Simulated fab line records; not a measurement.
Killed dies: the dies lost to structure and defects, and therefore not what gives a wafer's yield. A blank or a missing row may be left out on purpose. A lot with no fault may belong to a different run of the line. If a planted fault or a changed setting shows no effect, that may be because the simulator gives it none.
What tool caused it? ; flow n5 finfet ; 11 lots with 33 wafers sampled at 5 steps, on a route of 1938 steps

WHAT THE GAUGES SHOWED, per wafer
N5_BEOL_M7_OCD_MEAS_38.
lot;measured;on;trench depth nm (nm)
L981;day 9 02:37;ocd-01;95.5 93.6 93.1
L982;day 9 04:51;ocd-01;92.1 91.1 92.6
L984;day 9 15:56;ocd-01;96.5 93.7 96.2
L985;day 9 22:50;ocd-02;93.8 91.6 94.7
L986;day 10 13:43;ocd-02;93.6 91.6 94.3
L988;day 10 21:26;ocd-02;91.2 93.3 94.7
L989;day 11 00:40;ocd-02;92.7 94.4 93.6
L990;day 11 13:56;ocd-02;93.4 93.5 96.8
L992;day 11 17:16;ocd-02;93.1 93.2 92.5
L100;day 14 01:21;ocd-01;94.0 93.3 95.0
L104;day 15 09:19;ocd-02;92.3 93.4 93.9

N5_BEOL_M7_THK_MEAS_53: measures by xrf.
lot;measured;on;M7_THK (nm)
L981;day 9 04:44;film metro-02;82.7 80.5 78.9
L982;day 9 07:08;film metro-01;77.6 78.6 77.1
L984;day 9 18:13;film metro-02;85.1 81.3 82.4
L985;day 10 02:59;film metro-01;79.5 78.5 80.9
L986;day 10 17:45;film metro-02;80.7 77.6 81.4
L988;day 10 23:52;film metro-02;77.6 79.8 82.0
L989;day 11 04:50;film metro-02;80.8 80.6 80.3
L990;day 11 16:14;film metro-01;80.3 80.4 82.6
L992;day 11 19:37;film metro-01;76.0 75.5 75.3
L100;day 14 05:19;film metro-01;78.8 78.1 79.7
L104;day 15 13:47;film metro-01;78.5 78.4 80.3

WHAT TOOL EACH LOT RAN ON (gives the tool, then ch and the chambers of the sampled wafers, and finally the start)
lot;N5_BEOL_M7_TRENCH_ETCH_37;N5_BEOL_M7_ECD_50;N5_BEOL_M7_CMP_52
L981;rie diel-05 ch 0,2,3, day 9 02:37 or earlier;ecd cu-01 ch 0,1, day 9 04:01;cmp-03 ch 1,2,3, day 9 04:26
L982;rie diel-01 ch 1,2,3, day 9 04:51 or earlier;ecd cu-01 ch 0,1, day 9 06:20;cmp-01 ch 0,1,2, day 9 06:53
L984;rie diel-02 ch 0,1, day 9 15:56 or earlier;ecd cu-02 ch 0,1, day 9 17:34;cmp-01 ch 0,1,2, day 9 18:00
L985;rie diel-05 ch 0,2,3, day 9 22:50 or earlier;ecd cu-02 ch 0,1, day 10 02:19;cmp-02 ch 0,2,3, day 10 02:48
L986;rie diel-01 ch 0,2, day 10 13:43 or earlier;ecd cu-02 ch 0,1, day 10 17:04;cmp-01 ch 1,2,3, day 10 17:29
L988;rie diel-01 ch 0,2, day 10 21:26 or earlier;ecd cu-01 ch 0,1, day 10 23:10;cmp-03 ch 0,2,3, day 10 23:34
L989;rie diel-01 ch 0,2,3, day 11 00:40 or earlier;ecd cu-01 ch 0,1, day 11 04:02;cmp-01 ch 2,3, day 11 04:32
L990;rie diel-02 ch 0,2,3, day 11 13:56 or earlier;ecd cu-01 ch 0,1, day 11 15:26;cmp-02 ch 1,2, day 11 15:56
L992;rie diel-01 ch 2,3, day 11 17:16 or earlier;ecd cu-02 ch 0,1, day 11 18:43;cmp-02 ch 1,2,3, day 11 19:24
L100;rie diel-01 ch 2,3, day 14 01:21 or earlier;ecd cu-01 ch 0,1, day 14 04:39;cmp-01 ch 1,2, day 14 05:04
L104;rie diel-01 ch 0,1,3, day 15 09:19 or earlier;ecd cu-02 ch 0,1, day 15 13:06;cmp-02 ch 1,2,3, day 15 13:32
- N5_BEOL_M7_TRENCH_ETCH_37: etches SiCOH lowk in C4F6/O2, target depth 93.478 nm, time 31.2 s.
- N5_BEOL_M7_ECD_50: material Cu, target thk 300 nm.
- N5_BEOL_M7_CMP_52: polishes, stops on SiCOH lowk, t overpolish 6.9 s, target thk 80 nm.

AS READ BY THE TOOLS THEMSELVES (means over the sampled wafers that have a number; for cases with no such wafer, the mark the record gives instead)
N5_BEOL_M7_TRENCH_ETCH_37.
lot;tool;drypump motor current A (A);oes product au (a.u.);rf vpp V (V);showerhead plenum p Torr (Torr);throttle valve pct (%)
L981;rie diel-05;5.9;0.80;667;2.90;20.94
L982;rie diel-01;5.7;0.72;669;2.82;21.08
L984;rie diel-02;5.7;0.78;661;2.86;20.99
L985;rie diel-05;5.9;0.79;668;2.90;20.93
L986;rie diel-01;6.1;0.87;674;2.91;20.69
L988;rie diel-01;6.0;0.86;673;2.91;20.69
L989;rie diel-01;5.9;0.80;672;2.85;20.94
L990;rie diel-02;5.8;0.81;664;2.87;20.89
L992;rie diel-01;5.6;0.70;674;2.85;21.19
L100;rie diel-01;5.7;0.84;670;2.79;21.07
L104;rie diel-01;6.0;0.84;665;2.80;20.80

N5_BEOL_M7_CMP_52.
lot;tool;motor current A (A);slurry filter dp kPa (kPa);time to endpoint s (s)
L981;cmp-03;5.7;13.46;65.2
L982;cmp-01;6.3;13.50;64.0
L984;cmp-01;6.4;13.59;63.6
L985;cmp-02;6.0;13.51;61.2
L986;cmp-01;6.1;13.54;65.3
L988;cmp-03;5.8;13.39;63.1
L989;cmp-01;5.3;13.51;64.8
L990;cmp-02;5.8;13.44;59.4
L992;cmp-02;5.8;13.46;62.0
L100;cmp-01;6.3;13.38;52.6
L104;cmp-02;5.7;13.32;67.9

THE ANSWER, worked out from the rows above alone
Rule: what is usual is taken from the lots themselves. Put in order of their means at a reading, lots are off if they are a third of the lots or fewer, leave a main group of 4 or more, and stand apart from it by a gap of 3 or more times the standard deviation of the main group's means; of several such gaps the widest counts. Not used: any main group whose means are identical at the precision the tables above print for the reading. Also off: a lot with no number at a reading for which 4 or more lots have one. All remaining lots with rows at the step are treated as sound. First the gauges in route order, then the tools' own readings, where a lot's mean is used as printed above. The first step at which some lot is off is used, and at that step the reading that is off furthest; a lot without a number counts as furthest.
No lot is off on any of the readings shown, so nothing can be concluded from this.

WHAT HAD BEEN PUT IN BY THE SIMULATOR
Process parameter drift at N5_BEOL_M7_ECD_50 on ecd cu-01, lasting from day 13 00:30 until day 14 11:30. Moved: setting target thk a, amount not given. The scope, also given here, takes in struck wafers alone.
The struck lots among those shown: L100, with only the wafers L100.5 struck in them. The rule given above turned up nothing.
